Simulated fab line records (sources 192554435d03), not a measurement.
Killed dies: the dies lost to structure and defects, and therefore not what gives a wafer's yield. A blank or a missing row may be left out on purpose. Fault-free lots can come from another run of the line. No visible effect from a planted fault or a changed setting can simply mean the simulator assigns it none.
Chamber matching / flow n5_finfet / rie_diel-03 running N5_BEOL_M1_STRIP_66: 4 sister chambers
The step strips in CF4. 8 wafers are shown with their chamber, then 9 later ones without.

## EACH WAFER AND ITS CHAMBER
wafer=L079.2; chamber=0; drypump_motor_current_A (A)=5.3; showerhead_plenum_p_Torr (Torr)=1.71
wafer=L080.3; chamber=3; drypump_motor_current_A (A)=4.7; showerhead_plenum_p_Torr (Torr)=1.75
wafer=L086.1; chamber=1; drypump_motor_current_A (A)=5.9; showerhead_plenum_p_Torr (Torr)=1.82
wafer=L086.2; chamber=2; drypump_motor_current_A (A)=5.4; showerhead_plenum_p_Torr (Torr)=1.88
wafer=L086.3; chamber=0; drypump_motor_current_A (A)=5.2; showerhead_plenum_p_Torr (Torr)=1.70
wafer=L090.3; chamber=3; drypump_motor_current_A (A)=4.8; showerhead_plenum_p_Torr (Torr)=1.75
wafer=L090.5; chamber=1; drypump_motor_current_A (A)=5.9; showerhead_plenum_p_Torr (Torr)=1.82
wafer=L090.6; chamber=2; drypump_motor_current_A (A)=5.4; showerhead_plenum_p_Torr (Torr)=1.88

## WAFERS WHOSE CHAMBER IS MISSING
wafer=L091.2; drypump_motor_current_A (A)=4.8; showerhead_plenum_p_Torr (Torr)=1.74
wafer=L091.4; drypump_motor_current_A (A)=5.9; showerhead_plenum_p_Torr (Torr)=1.82
wafer=L091.5; drypump_motor_current_A (A)=5.4; showerhead_plenum_p_Torr (Torr)=1.88
wafer=L095.3; drypump_motor_current_A (A)=4.7; showerhead_plenum_p_Torr (Torr)=1.74
wafer=L095.4; drypump_motor_current_A (A)=5.9; showerhead_plenum_p_Torr (Torr)=1.82
wafer=L095.5; drypump_motor_current_A (A)=4.7; showerhead_plenum_p_Torr (Torr)=1.74
wafer=L096.3; drypump_motor_current_A (A)=5.2; showerhead_plenum_p_Torr (Torr)=1.91
wafer=L096.4; drypump_motor_current_A (A)=5.9; showerhead_plenum_p_Torr (Torr)=1.82
wafer=L096.5; drypump_motor_current_A (A)=5.9; showerhead_plenum_p_Torr (Torr)=1.82

## WHICH CHAMBER EACH WENT THROUGH
wafer=L091.2; from the rows above=3; in truth=3
wafer=L091.4; from the rows above=1; in truth=1
wafer=L091.5; from the rows above=2; in truth=2
wafer=L095.3; from the rows above=3; in truth=3
wafer=L095.4; from the rows above=1; in truth=1
wafer=L095.5; from the rows above=3; in truth=3
wafer=L096.3; from the rows above=2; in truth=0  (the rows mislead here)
wafer=L096.4; from the rows above=1; in truth=1
wafer=L096.5; from the rows above=1; in truth=1
Correct placement for 8 of the 9. Can't be placed from these rows: 0. Number placed wrongly: 1.
How it was worked out, from the rows above alone: a wafer's distance from a chamber is the root of the sum, over the readings, of the square of ((its reading less the chamber's mean) divided by the reading's scatter). The wafer belongs to the nearest chamber; if the next one is less than 2 further off, it can't be placed. Each chamber's mean is taken over the wafers shown for it. The scatter: take each reading less its chamber's mean, square it, sum over the shown wafers, divide by the number of wafers less the number of chambers, and take the root.
